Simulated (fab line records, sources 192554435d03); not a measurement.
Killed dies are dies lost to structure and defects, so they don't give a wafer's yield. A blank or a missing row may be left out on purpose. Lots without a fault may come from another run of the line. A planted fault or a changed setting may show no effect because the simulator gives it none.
fab line records | flow n5_finfet
record lots=7 wafers=21
route steps=1938 shown SD_EPI_N@267 SD_EPI_P@321 SD_ACTIVATION@331 HKMG_FIN@392 GATE_CUT@479 BEOL_M0_SAQP@636
start_h: hours from the record's first day to the start of the lot's first wafer shown | wait_h: hours since the lot's step before | " the same as in the row above | L1.1+2: a row that stands for several wafers | - no value, or no start given | * or withheld: withheld | < > ~ a bound
route shown NAME@n: a module of which the file shows steps, and the number in the route of the first | usual: mean/standard deviation of fault-free wafers | same: alike in all rows | chamber/n: place in a boat | sites: the reading at each site | _std_site: their standard deviation | _edge_site: outer sites' mean less inner sites' | radius_mm: how far each site lies from the wafer's centre | mask NAME#n: copy n | behind: the tool/chamber that last shaped the wafer | hold: why the lot was held/for how many hours/how that ended | device: the transistor (n, p or np) that didn't switch | end of line: the same wafers' tests at the end of the route | a step without rows: its recipe alone | killed: dies lost to structure and defects at the first sort, not the wafer's yield | map: a wafer's dies, x killed, . not, _ none there
set.NAME: the setting as run; set.NAME@STEP: as run at that earlier step | model.NAME: the simulator's own value behind a step, which no gauge read
lots whose settings were changed on purpose; a table a step, a row a wafer
## steps
# step N5_SD_EPI_N_EXPOSE_06
# recipe mask_id=SD_N_BLK na=1.35 source_shape=conventional sigma_outer=0.8 polarization=unpolarized target_cd_nm=120 dose_mj=39.75
# columns lot.wafer tool chamber start_h wait_h mask set.dose_mj
L076.1+4+6 arfi_scanner-03 0 61.73 - SD_N_BLK#0 39.75
L077.4+6 arfi_scanner-01 0 69.04 - SD_N_BLK#0 39.75
L077.5 " 0 " " SD_N_BLK#0 38.58
L078.1+3+5 arfi_scanner-01 0 71.07 - SD_N_BLK#0 39.75
L083.2+4+6 arfi_scanner-03 0 105.36 - SD_N_BLK#0 39.75
L089.2+6 arfi_scanner-02 0 140.36 - SD_N_BLK#0 40.73
L089.4 " 0 " " SD_N_BLK#0 39.75
L090.1+5 arfi_scanner-02 0 144.68 - SD_N_BLK#0 39.75
L090.3 " 0 " " SD_N_BLK#0 41.58
L096.2+6 arfi_scanner-02 0 182.37 - SD_N_BLK#0 39.75
L096.5 " 0 " " SD_N_BLK#0 37.85
# step N5_SD_EPI_N_PEB_07
# recipe peb_temp_c=110 peb_time_s=60 resist=CAR-ArF-block
# columns lot.wafer tool chamber start_h wait_h set.peb_time_s
L076.1+4+6 litho_track-04 0 61.79 0.1 60
L077.4+5 litho_track-02 0 69.09 0.0 60
L077.6 " 0 " " 64.29
L078.1+3 litho_track-01 0 71.13 0.1 47.19
L078.5 " 0 " " 60
L083.2 litho_track-02 0 105.41 0.0 60
L083.4+6 " 0 " " 49.64
L089.2 litho_track-02 0 140.41 0.0 70.12
L089.4+6 " 0 " " 60
L090.1+3 litho_track-04 0 144.74 0.1 60
L090.5 " 0 " " 70.78
L096.2+5 litho_track-02 0 182.42 0.0 60
L096.6 " 0 " " 50.53
# step N5_SD_EPI_N_DEVELOP_08
# recipe develop_time_s=30 developer=TMAH resist=CAR-ArF-block dev_temp_c=23 rinse_liquid=diw dry=air_spin
# step N5_SD_EPI_N_CD_MEAS_09
# recipe target_cd_nm=120 landing_energy_ev=500 detector=se_inlens
# usual cd_nm=120.0/0.55
# columns lot.wafer tool chamber start_h wait_h set.dose_mj@SD_EPI_N_EXPOSE_06 set.peb_time_s@SD_EPI_N_PEB_07 cd_nm
L076.1 cd_sem-01 0 61.85 - 39.75 60 120.7
L076.4 " 0 " " 39.75 60 121.9
L076.6 " 0 " " 39.75 60 120.3
L077.4 cd_sem-01 0 69.15 - 39.75 60 119.1
L077.5 " 0 " " 38.58 60 117.0
L077.6 " 0 " " 39.75 64.29 121.5
L078.1 cd_sem-03 0 71.20 - 39.75 47.19 110.3
L078.3 " 0 " " 39.75 47.19 110.8
L078.5 " 0 " " 39.75 60 119.5
L083.2 cd_sem-02 0 105.48 - 39.75 60 120.0
L083.4 " 0 " " 39.75 49.64 112.5
L083.6 " 0 " " 39.75 49.64 113.2
L089.2 cd_sem-02 0 140.48 - 40.73 70.12 126.6
L089.4 " 0 " " 39.75 60 120.5
L089.6 " 0 " " 40.73 60 121.9
L090.1 cd_sem-03 0 144.80 - 39.75 60 120.6
L090.3 " 0 " " 41.58 60 122.8
L090.5 " 0 " " 39.75 70.78 125.2
L096.2 cd_sem-02 0 182.48 - 39.75 60 119.9
L096.5 " 0 " " 37.85 60 116.3
L096.6 " 0 " " 39.75 50.53 113.4
# step N5_SD_EPI_N_DESCUM_14
# recipe chemistry=O2 time_s=7.9 source_power_w=50 bias_power_w=20 pressure_mtorr=20 rf_frequency_hz=2.712e+07 temp_c=40 resist=CAR-ArF-block o2_flow_sccm=225
# columns lot.wafer tool chamber start_h wait_h set.dose_mj@SD_EPI_N_EXPOSE_06 set.peb_time_s@SD_EPI_N_PEB_07 model.SD_EPI_N.cd_nm
L076.1+6 rie_diel-05 0,2 61.94 0.0 39.75 60 120.8
L076.4 " 3 " " 39.75 60 121.6
L077.4 rie_diel-03 1 69.24 0.0 39.75 60 119.2
L077.5 " 2 " " 38.58 60 117
L077.6 " 3 " " 39.75 64.29 121.6
L078.1+3 rie_diel-04 3,2 71.43 0.2 39.75 47.19 110.6
L078.5 " 3 " " 39.75 60 119.6
L083.2 rie_diel-05 2 105.57 0.0 39.75 60 120.2
L083.4 " 1 " " 39.75 49.64 112.6
L083.6 " 2 " " 39.75 49.64 113
L089.2 rie_diel-04 0 140.57 0.0 40.73 70.12 126.8
L089.4 " 0 " " 39.75 60 120.6
L089.6 " 2 " " 40.73 60 122
L090.1 rie_diel-04 0 144.96 0.1 39.75 60 120.4
L090.3 " 1 " " 41.58 60 123.2
L090.5 " 0 " " 39.75 70.78 125.2
L096.2 rie_diel-03 3 183.16 0.6 39.75 60 119.6
L096.5 " 3 " " 37.85 60 116.4
L096.6 " 2 " " 39.75 50.53 113.4
# step N5_SD_EPI_N_ETCH_34
# recipe chemistry=CF4 target=SiARC target_depth_a=455 mask_material=CAR-ArF-block time_s=75.8 ion_energy_ev=80 pressure_mtorr=40 source_w=545 bias_w=36 Ar_flow_sccm=100 cf4_flow_sccm=100 ends=cleared
# columns lot.wafer tool chamber start_h wait_h set.dose_mj@SD_EPI_N_EXPOSE_06 set.peb_time_s@SD_EPI_N_PEB_07 model.SD_EPI_N.cd_nm
L076.1 rie_diel-05 0 61.98 0.0 39.75 60 121
L076.4 " 3 " " 39.75 60 121.6
L076.6 " 2 " " 39.75 60 120.6
L077.4 rie_diel-03 1 69.27 0.0 39.75 60 119.2
L077.5 " 2 " " 38.58 60 116.8
L077.6 " 3 " " 39.75 64.29 121.8
L078.1+3 rie_diel-04 3,2 71.47 0.0 39.75 47.19 110.6
L078.5 " 3 " " 39.75 60 119.6
L083.2 rie_diel-05 2 105.60 0.0 39.75 60 120.2
L083.4 " 1 " " 39.75 49.64 112.6
L083.6 " 2 " " 39.75 49.64 113
L089.2 rie_diel-04 0 140.61 0.0 40.73 70.12 126.8
L089.4 " 0 " " 39.75 60 120.6
L089.6 " 2 " " 40.73 60 121.8
L090.1 rie_diel-04 0 145.00 0.0 39.75 60 120.4
L090.3 " 1 " " 41.58 60 123.2
L090.5 " 0 " " 39.75 70.78 125.2
L096.2 rie_diel-03 3 183.20 0.0 39.75 60 119.8
L096.5 " 3 " " 37.85 60 116.4
L096.6 " 2 " " 39.75 50.53 113.4
# step N5_SD_EPI_P_EPI_21
# recipe material=SiGe:B dopant=B temp_c=550 pressure_torr=20 ambient=H2 time_s=355
# columns lot.wafer tool chamber start_h wait_h set.epi_growth_time_s model.SiGe-B_of_SD_EPI_P_EPI_21.thk_nm
L076.1 epi_rpcvd-04 0 67.95 0.1 355 60.8
L076.4 " 0 69.03 1.1 355 61
L076.6 " 0 " " 355 61.2
L077.4+5 epi_rpcvd-01 0 76.76 1.1 355 60.8
L077.6 " 0 " " 375.9 63.6
L078.1+5 epi_rpcvd-04 0 77.23 0.1 355 60.6
L078.3 " 0 " " 355 61.2
L083.2 epi_rpcvd-01 0 111.72 0.5 355 60.8
L083.4 " 0 " " 355 60.6
L083.6 " 0 " " 329.7 58
L089.2 epi_rpcvd-03 0 147.08 0.5 343.9 59.8
L089.4 " 0 " " 355 61.8
L089.6 " 0 " " 343.9 60.4
L090.1 epi_rpcvd-01 0 150.89 0.1 355 60.4
L090.3 " 0 " " 371.2 62.6
L090.5 " 0 " " 355 60.6
L096.2 epi_rpcvd-03 0 189.34 0.5 319.2 56.6
L096.5 " 0 190.42 1.5 319.2 56.2
L096.6 " 0 " " 355 60.4
# step N5_SD_ACTIVATION_LSA_01
# recipe temp_c=1080 time_s=0.0008 ambient=N2
# usual wafer_temp_C_max=1086.6/1.8
# columns lot.wafer tool chamber start_h wait_h set.temp_c wafer_temp_C_max
L076.1 laser_anneal-02 0 70.55 0.2 1080 1087.7
L076.4 " 0 " " 1080 1089.0
L076.6 " 0 " " 1080 1084.9
L077.4 laser_anneal-01 0 78.37 0.2 1068 1075.2
L077.5 " 0 " " 1080 1086.1
L077.6 " 0 " " 1080 1085.5
L078.1 laser_anneal-02 0 79.95 0.2 1080 1087.1
L078.3 " 0 " " 1108 1115.8
L078.5 " 0 " " 1080 1086.2
L083.2 laser_anneal-01 0 113.99 0.2 1080 1089.3
L083.4 " 0 " " 1080 1090.8
L083.6 " 0 " " 1080 1087.0
L089.2 laser_anneal-01 0 149.35 0.2 1080 1087.8
L089.4 " 0 " " 1080 1088.0
L089.6 " 0 " " 1080 1086.8
L090.1 laser_anneal-02 0 153.56 0.2 1080 1085.9
L090.3 " 0 " " 1080 1084.0
L090.5 " 0 " " 1080 1084.9
L096.2 laser_anneal-02 0 191.61 0.2 1080 1086.6
L096.5 " 0 " " 1080 1084.4
L096.6 " 0 " " 1058 1066.8
# step N5_SD_ACTIVATION_RS_MEAS_03
# recipe thk_meas_gauge=four-point-probe
# usual RS_SD_N=21.86/0.28 RS_SD_P=56.2/0.99
# columns lot.wafer tool chamber start_h wait_h set.epi_growth_time_s@SD_EPI_P_EPI_21 set.temp_c@SD_ACTIVATION_LSA_01 RS_SD_N[ohm/sq] RS_SD_P[ohm/sq]
L076.1 film_metro-02 - 70.75 0.2 355 1080 22.22 56.0
L076.4 " - " " 355 1080 21.86 56.3
L076.6 " - " " 355 1080 21.98 55.4
L077.4 film_metro-01 - 78.54 0.1 355 1068 23.18 56.1
L077.5 " - " " 355 1080 22.12 55.3
L077.6 " - " " 375.9 1080 21.92 53.2
L078.1 film_metro-01 - 80.16 0.2 355 1080 22.80 55.5
L078.3 " - " " 355 1108 19.36 54.8
L078.5 " - " " 355 1080 22.16 55.7
L083.2 film_metro-01 - 114.18 0.2 355 1080 22.21 55.7
L083.4 " - " " 355 1080 22.03 56.8
L083.6 " - " " 329.7 1080 21.47 59.3
L089.2 film_metro-02 - 149.55 0.2 343.9 1080 21.38 57.6
L089.4 " - " " 355 1080 21.82 55.9
L089.6 " - " " 343.9 1080 21.80 57.2
L090.1 film_metro-01 - 153.76 0.2 355 1080 21.63 57.3
L090.3 " - " " 371.2 1080 21.80 54.7
L090.5 " - " " 355 1080 21.72 56.6
L096.2 film_metro-01 - 191.80 0.2 319.2 1080 21.48 60.3
L096.5 " - " " 319.2 1080 21.43 61.3
L096.6 " - " " 355 1058 23.93 57.4
# step N5_HKMG_FIN_COAT_43
# recipe resist=CAR-ArF spin_rpm=1500 resist_thk_nm=90
# columns lot.wafer tool chamber start_h wait_h set.spin_rpm model.CAR-ArF_of_HKMG_FIN_COAT_43.thk_nm
L076.1+4+6 litho_track-03 0 - - 1500 89.8
L077.4+5 litho_track-01 0 - - 1500 90
L077.6 " 0 " " 1500 89.8
L078.1+3 litho_track-03 0 - - 1560 88.2
L078.5 " 0 " " 1500 89.8
L083.2+6 litho_track-02 0 - - 1366 95
L083.4 " 0 " " 1500 90.8
L089.2+6 litho_track-01 0 - - 1500 89.4
L089.4 " 0 " " 1500 89.6
L090.1 litho_track-02 0 - - 1500 90.4
L090.3+5 " 0 " " 1425 92.6
L096.2 litho_track-03 0 - - 1592 87.6
L096.5 " 0 " " 1500 90.2
L096.6 " 0 " " 1592 87.8
# step N5_HKMG_FIN_EBR_45
# recipe solvent=PGMEA ebr_width_mm=1.5
# step N5_HKMG_FIN_SOFTBAKE_44
# recipe temp_c=110 time_s=60 resist=CAR-ArF
# step N5_HKMG_FIN_EXPOSE_46
# recipe mask_id=NDIPOLE na=1.35 source_shape=conventional sigma_outer=0.8 polarization=unpolarized dose_mj=40
# step N5_HKMG_FIN_PEB_47
# recipe peb_temp_c=withheld peb_time_s=60 resist=CAR-ArF
# step N5_HKMG_FIN_DEVELOP_48
# recipe develop_time_s=30 developer=TMAH resist=CAR-ArF rinse_liquid=diw dry=air_spin dev_temp_c=23
# columns lot.wafer tool chamber start_h wait_h set.spin_rpm@HKMG_FIN_COAT_43 model.CAR-ArF_of_HKMG_FIN_COAT_43.thk_nm
L076.1 litho_track-03 0 - - 1500 88.2
L076.4+6 " 0 " " 1500 88
L077.4+6 litho_track-03 0 - - 1500 88.2
L077.5 " 0 " " 1500 88.4
L078.1+3 litho_track-03 0 - - 1560 86.4
L078.5 " 0 " " 1500 88
L083.2 litho_track-01 0 - - 1366 93.2
L083.4 " 0 " " 1500 89
L083.6 " 0 " " 1366 93.4
L089.2+6 litho_track-02 0 - - 1500 87.6
L089.4 " 0 " " 1500 88
L090.1 litho_track-01 0 - - 1500 88.6
L090.3+5 " 0 " " 1425 91
L096.2 litho_track-02 0 - - 1592 86
L096.5 " 0 " " 1500 88.4
L096.6 " 0 " " 1592 86.2
# step N5_GATE_CUT_COAT_35
# recipe resist=SiARC temp_c=220 time_s=60 spin_rpm=1500 resist_thk_nm=10
# columns lot.wafer tool chamber start_h wait_h set.spin_rpm model.SiARC_of_GATE_CUT_COAT_35.thk_nm
L076.1+4+6 litho_track-05 0 - - 1500 10
L077.4+5 litho_track-03 0 - - 1560 9.8
L077.6 " 0 " " 1500 10
L078.1 litho_track-03 0 - - 1657 9.4
L078.3+5 " 0 " " 1500 10
L083.2+6 litho_track-03 0 - - 1633 9.6
L083.4 " 0 " " 1500 10
L089.2+4 litho_track-05 0 - - 1500 10
L089.6 " 0 " " 1589 9.8
L090.1+5 litho_track-05 0 - - 1573 9.8
L090.3 " 0 " " 1500 10
L096.2+5+6 litho_track-05 0 - - 1500 10
# step N5_GATE_CUT_COAT_07
# recipe resist=CAR-EUV spin_rpm=1500 resist_thk_nm=30
# columns lot.wafer tool chamber start_h wait_h set.spin_rpm model.CAR-EUV_of_GATE_CUT_COAT_07.thk_nm
L076.1 litho_track-05 0 - - 1500 29.8
L076.4+6 " 0 " " 1500 30
L077.4+5+6 litho_track-03 0 - - 1500 30
L078.1+5 litho_track-03 0 - - 1500 30
L078.3 " 0 " " 1428 30.8
L083.2 litho_track-03 0 - - 1434 30.6
L083.4 " 0 " " 1500 30
L083.6 " 0 " " 1500 29.8
L089.2 litho_track-05 0 - - 1500 30
L089.4 " 0 " " 1543 29.6
L089.6 " 0 " " 1543 29.8
L090.1+3+5 litho_track-05 0 - - 1500 30.2
L096.2 litho_track-05 0 - - 1500 30.2
L096.5 " 0 " " 1500 30
L096.6 " 0 " " 1610 29
# step N5_GATE_CUT_EBR_09
# recipe solvent=PGMEA ebr_width_mm=1.5
# step N5_GATE_CUT_SOFTBAKE_08
# recipe temp_c=110 time_s=60 resist=CAR-EUV
# step N5_GATE_CUT_DESCUM_18
# recipe chemistry=O2 time_s=7 source_power_w=50 bias_power_w=20 pressure_mtorr=20 rf_frequency_hz=2.712e+07 temp_c=40 resist=CAR-EUV o2_flow_sccm=225
# columns lot.wafer tool chamber start_h wait_h set.spin_rpm@GATE_CUT_COAT_07 model.CAR-EUV_of_GATE_CUT_COAT_07.thk_nm
L076.1+4+6 rie_diel-06 2,1,2 96.32 0.6 1500 26
L077.4+5+6 rie_diel-06 3,2,3 103.07 0.0 1500 26.2
L078.1 rie_diel-06 1 105.35 0.0 1500 26
L078.3 " 3 " " 1428 26.8
L078.5 " 3 " " 1500 26.2
L083.2 rie_diel-06 1 139.27 0.1 1434 26.6
L083.4 " 0 " " 1500 26
L083.6 " 1 " " 1500 25.8
L089.2 rie_diel-02 2 173.72 0.0 1500 26.2
L089.4 " 0 " " 1543 25.6
L089.6 " 2 " " 1543 25.8
L090.1+5 rie_diel-01 2 179.21 0.1 1500 26.2
L090.3 " 3 " " 1500 26.4
L096.2+5 rie_diel-01 0,3 217.16 0.3 1500 26.2
L096.6 " 0 " " 1610 25
# step N5_GATE_CUT_ETCH_28
# recipe chemistry=N2/H2 target=underlayer target_depth_a=130 mask_material=CAR-EUV time_s=10.4 ion_energy_ev=200 pressure_mtorr=30 source_w=840 bias_w=150 n2_flow_sccm=200 h2_flow_sccm=200 ends=cleared
# step N5_GATE_CUT_ETCH_36
# recipe chemistry=CF4 target=SiARC target_depth_a=130 mask_material=CAR-EUV time_s=21.7 ion_energy_ev=80 pressure_mtorr=40 source_w=545 bias_w=36 Ar_flow_sccm=100 cf4_flow_sccm=100 ends=cleared
# usual etch_rf_on_time_s=21.67/0.28
# columns lot.wafer tool chamber start_h wait_h set.spin_rpm@GATE_CUT_COAT_35 etch_rf_on_time_s model.etch.depth_nm
L076.1 rie_diel-06 2 96.37 0.0 1500 21.61 10.02
L076.4 " 1 " " 1500 21.27 10.01
L076.6 " 2 " " 1500 21.50 10
L077.4 rie_diel-06 3 103.13 0.0 1560 21.37 9.798
L077.5 " 2 " " 1560 20.81 9.784
L077.6 " 3 " " 1500 21.67 9.993
L078.1 rie_diel-06 1 105.41 0.0 1657 20.20 9.49
L078.3 " 3 " " 1500 21.64 9.947
L078.5 " 3 " " 1500 21.78 9.979
L083.2 rie_diel-06 1 139.33 0.0 1633 20.41 9.568
L083.4 " 0 " " 1500 22.01 9.986
L083.6 " 1 " " 1633 20.28 9.597
L089.2 rie_diel-02 2 173.77 0.0 1500 21.85 10.04
L089.4 " 0 " " 1500 21.48 10.02
L089.6 " 2 " " 1589 21.20 9.723
L090.1 rie_diel-01 2 179.26 0.0 1573 21.51 9.788
L090.3 " 3 " " 1500 21.78 10.03
L090.5 " 2 " " 1573 21.57 9.794
L096.2 rie_diel-01 0 217.21 0.0 1500 21.59 10.09
L096.5 " 3 " " 1500 21.69 10.04
L096.6 " 0 " " 1500 21.46 10.08
# step N5_BEOL_M0_SAQP_PECVD_96
# recipe material=a-Si target_thk_a=450 temp_c=350 precursor=SiH4/He pressure_torr=3 rf_w=100 time_s=45.2
# columns lot.wafer tool chamber start_h wait_h set.time_s model.a-Si_of_BEOL_M0_SAQP_PECVD_96.thk_nm
L076.1 pecvd-01 0 118.57 0.0 45.2 44.6
L076.4 " 1 " " 45.2 45.2
L076.6 " 2 " " 45.2 45.6
L077.4 pecvd-04 2 126.95 0.0 45.2 45.2
L077.5 " 0 " " 45.2 45.8
L077.6 " 1 " " 51.69 51.4
L078.1 pecvd-01 1 128.79 0.0 45.2 45.6
L078.3 " 2 " " 45.2 45.2
L078.5 " 1 " " 50.43 51.6
L083.2 pecvd-02 0 163.59 0.0 45.2 44.4
L083.4+6 " 0,2 " " 45.2 44.6
L089.2 pecvd-01 1 197.96 0.0 45.2 45.6
L089.4 " 2 " " 43.43 43.6
L089.6 " 1 " " 43.43 43.8
L090.1 pecvd-02 2 202.20 0.0 45.2 44.6
L090.3 " 0 " " 39.17 38.4
L090.5 " 1 " " 39.17 39
L096.2 pecvd-01 1 240.70 0.0 45.2 44.8
L096.5 " 0 " " 50.54 50.8
L096.6 " 2 " " 50.54 51
## key
split step=N5_SD_EPI_N_EXPOSE_06 setting=dose_mj stated=39.75 by=wafer
response step=N5_SD_EPI_N_CD_MEAS_09 reading=cd_nm slope=+0.637 per=1% together_with=peb_time_s@SD_EPI_N_PEB_07 explained=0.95
response step=N5_SD_EPI_N_DESCUM_14 reading=model.SD_EPI_N.cd_nm slope=+0.664 per=1% together_with=peb_time_s@SD_EPI_N_PEB_07 explained=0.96
response step=N5_SD_EPI_N_ETCH_34 reading=model.SD_EPI_N.cd_nm slope=+0.686 per=1% together_with=peb_time_s@SD_EPI_N_PEB_07 explained=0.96
split step=N5_SD_EPI_N_PEB_07 setting=peb_time_s stated=60 by=wafer
response step=N5_SD_EPI_N_CD_MEAS_09 reading=cd_nm change=+0.341 per=1% r=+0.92
response step=N5_SD_EPI_N_DESCUM_14 reading=model.SD_EPI_N.cd_nm slope=+0.363 per=1% together_with=dose_mj@SD_EPI_N_EXPOSE_06 explained=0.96
response step=N5_SD_EPI_N_ETCH_34 reading=model.SD_EPI_N.cd_nm slope=+0.367 per=1% together_with=dose_mj@SD_EPI_N_EXPOSE_06 explained=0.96
split step=N5_SD_EPI_P_EPI_21 setting=epi_growth_time_s stated=355 by=wafer
response step=N5_SD_EPI_P_EPI_21 reading=model.SiGe-B_of_SD_EPI_P_EPI_21.thk_nm change=+0.418 per=1% r=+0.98
response step=N5_SD_ACTIVATION_RS_MEAS_03 reading=RS_SD_P change=-0.392 per=1% r=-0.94
split step=N5_SD_ACTIVATION_LSA_01 setting=temp_c stated=1080 by=wafer
response step=N5_SD_ACTIVATION_LSA_01 reading=wafer_temp_C_max change=* per=1% r=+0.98
response step=N5_SD_ACTIVATION_RS_MEAS_03 reading=RS_SD_N change=-1.19 per=1% r=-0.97
split step=N5_HKMG_FIN_COAT_43 setting=spin_rpm stated=1500 by=wafer
response step=N5_HKMG_FIN_COAT_43 reading=model.CAR-ArF_of_HKMG_FIN_COAT_43.thk_nm change=-0.443 per=1% r=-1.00
response step=N5_HKMG_FIN_DEVELOP_48 reading=model.CAR-ArF_of_HKMG_FIN_COAT_43.thk_nm change=-0.448 per=1% r=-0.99
split step=N5_GATE_CUT_COAT_35 setting=spin_rpm stated=1500 by=wafer
response step=N5_GATE_CUT_COAT_35 reading=model.SiARC_of_GATE_CUT_COAT_35.thk_nm change=-0.0486 per=1% r=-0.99
response step=N5_GATE_CUT_ETCH_36 reading=etch_rf_on_time_s change=* per=1% r=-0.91
response step=N5_GATE_CUT_ETCH_36 reading=model.etch.depth_nm change=-0.0468 per=1% r=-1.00
split step=N5_GATE_CUT_COAT_07 setting=spin_rpm stated=1500 by=wafer
response step=N5_GATE_CUT_COAT_07 reading=model.CAR-EUV_of_GATE_CUT_COAT_07.thk_nm change=-0.152 per=1% r=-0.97
response step=N5_GATE_CUT_DESCUM_18 reading=model.CAR-EUV_of_GATE_CUT_COAT_07.thk_nm change=-0.16 per=1% r=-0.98
split step=N5_BEOL_M0_SAQP_PECVD_96 setting=time_s stated=45.2 by=wafer
response step=N5_BEOL_M0_SAQP_PECVD_96 reading=model.a-Si_of_BEOL_M0_SAQP_PECVD_96.thk_nm change=+0.468 per=1% r=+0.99
